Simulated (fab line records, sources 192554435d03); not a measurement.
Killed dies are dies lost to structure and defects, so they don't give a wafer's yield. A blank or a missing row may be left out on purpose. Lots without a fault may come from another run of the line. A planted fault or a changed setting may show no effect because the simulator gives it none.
Split-lot experiment | flow n5_finfet | 7 lots, 21 wafers read, on a route of 1938 steps

THE SPLIT
At N5_BEOL_M3_EXPOSE_08 (exposes mask M3), the setting dose_mj was moved away from the recipe's 33 on 7 of the 21 wafers read, by -5.5% to +6.3%. The other wafers ran this setting at the recipe's value.

FROM THE SPLIT TO THE READING: what the file shows between them, 15 steps
- N5_BEOL_M3_PEB_09: peb time 60 s
- N5_BEOL_M3_DEVELOP_10: develop time 30 s
- N5_BEOL_M3_CD_MEAS_11: target cd 17.05 nm
- N5_BEOL_M3_DESCUM_16: chemistry O2, time 7 s
- N5_BEOL_M3_ETCH_74: etches underlayer in N2/H2, target depth 6.5 nm, time 5.2 s
- N5_BEOL_M3_ETCH_63: etches SiARC in CF4, target depth 15.6 nm, time 26 s
- N5_BEOL_M3_ETCH_64: etches SOC in N2/H2, target depth 75 nm, overetch 15 nm, time 112.5 s
- N5_BEOL_M3_STRIP_65: strips in N2/H2
- N5_BEOL_M3_HM_OPEN_17: chemistry Cl2/BCl3, target TiN, target depth 20 nm, overetch 6 nm
- N5_BEOL_M3_STRIP_19: strips in O2
- N5_BEOL_M3_CD_MEAS_18: pitch 36 nm, target cd 18 nm
- N5_BEOL_M3_COAT_67: time 60 s, resist thk 60 nm
- N5_BEOL_M3_COAT_68: time 60 s, resist thk 12 nm
- N5_BEOL_M3_PRECLEAN_42: cleans in residue remover, time 60 s
- N5_BEOL_M3_SRD_43: time 30 s

THE READING
cd_nm, in nm, at N5_BEOL_M3_CD_MEAS_35 (target cd 18 nm, target cd y 21 nm). Fault-free wafers of this fab line usually give 18.1 nm, standard deviation 0.36 nm.

wafer  | tool, chamber at the split | dose_mj as run | against the recipe | cd_nm, nm | against lot-mates on the recipe
L074.2 | euv_scanner-02, 0          | 33             | recipe             | 18.1      | -
L074.5 | euv_scanner-02, 0          | 34.97          | +6.0%              | 19.7      | +1.5
L074.6 | euv_scanner-02, 0          | 33             | recipe             | 18.3      | -
L077.1 | euv_scanner-02, 0          | 33             | recipe             | 18.5      | -
L077.4 | euv_scanner-02, 0          | 31.17          | -5.5%              | 16.8      | -1.4
L077.5 | euv_scanner-02, 0          | 33             | recipe             | 17.9      | -
L080.2 | euv_scanner-02, 0          | 32.36          | -1.9%              | 17.7      | -0.7
L080.5 | euv_scanner-02, 0          | 32.36          | -1.9%              | 18.4      | +0.0
L080.6 | euv_scanner-02, 0          | 33             | recipe             | 18.4      | -
L085.1 | euv_scanner-02, 0          | 35.08          | +6.3%              | 18.9      | +0.8
L085.4 | euv_scanner-02, 0          | 35.08          | +6.3%              | 19.5      | +1.4
L085.5 | euv_scanner-02, 0          | 33             | recipe             | 18.1      | -
L087.2 | euv_scanner-01, 0          | 34.54          | +4.7%              | 19.7      | +1.6
L087.3 | euv_scanner-01, 0          | 33             | recipe             | 18.0      | -
L087.6 | euv_scanner-01, 0          | 33             | recipe             | 18.1      | -
L091.1 | euv_scanner-01, 0          | 33             | recipe             | 18.3      | -
L091.3 | euv_scanner-01, 0          | 33             | recipe             | 18.3      | -
L091.6 | euv_scanner-01, 0          | 33             | recipe             | 18.5      | -
L095.1 | euv_scanner-02, 0          | 33             | recipe             | 18.0      | -
L095.4 | euv_scanner-02, 0          | 33             | recipe             | 18.0      | -
L095.5 | euv_scanner-02, 0          | 33             | recipe             | 18.1      | -

THE FIT
A straight line over all 21 wafers: cd_nm changes by +0.21 nm for each +1% of dose_mj; r = +0.90; the points scatter about the line by 0.29 nm.
The same after taking each lot's own level away (the mean of its wafers on the recipe; 21 wafers): +0.226 nm for each +1%; r = +0.93; scatter 0.26 nm.
On that fit, the largest move of dose_mj shifts the reading by 1.4 nm.
The lots' own levels span 18.03 to 18.40 nm, that is 1.0 times the standard deviation above.
So the lot-to-lot level changes the slope little: the two slopes agree.
Check: with one of the wafers moved furthest among these (+6.3%) left out of the fit, the line predicts +1.63 nm for it against its lot-mates. It came out at +0.8 nm against them.

OTHER SPLITS ON THESE WAFERS
These wafers also went through other splits before the reading. Each is held against what the fit with the lots' levels taken away leaves over:
other split on the same wafers     | wafers away from the commonest value | r with cd_nm (lot level and that fit taken away)
N5_BEOL_M1_TRENCH_ETCH_37 source_w | 5                                    | -0.03
N5_BEOL_M2_COAT_67 spin_rpm        | 7                                    | +0.07
N5_BEOL_M2_EXPOSE_25 dose_mj       | 5                                    | -0.04

THE WHOLE CHAIN: every reading that the file lists as answering this split, in the file's order
step                  | what it does                                                | reading                                                               | change (the file's fit)               | r (the file's)
N5_BEOL_M3_CD_MEAS_11 | target cd 17.05 nm                                          | cd_nm                                                                 | +0.213 nm for each +1% of the setting | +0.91
N5_BEOL_M3_ETCH_74    | etches underlayer in N2/H2, target depth 6.5 nm, time 5.2 s | BEOL_M3.cd_offset_nm (the simulator's own value, which no gauge read) | +0.217 nm for each +1% of the setting | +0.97
N5_BEOL_M3_ETCH_63    | etches SiARC in CF4, target depth 15.6 nm, time 26 s        | BEOL_M3.cd_offset_nm (the simulator's own value, which no gauge read) | +0.215 nm for each +1% of the setting | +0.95
N5_BEOL_M3_CD_MEAS_18 | pitch 36 nm, target cd 18 nm                                | cd_nm                                                                 | +0.222 nm for each +1% of the setting | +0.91
N5_BEOL_M3_CD_MEAS_35 | target cd 18 nm, target cd y 21 nm                          | cd_nm                                                                 | +0.241 nm for each +1% of the setting | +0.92

THE FILE'S OWN FIT
cd_nm changes by +0.241 nm for each +1% of dose_mj, r = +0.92.
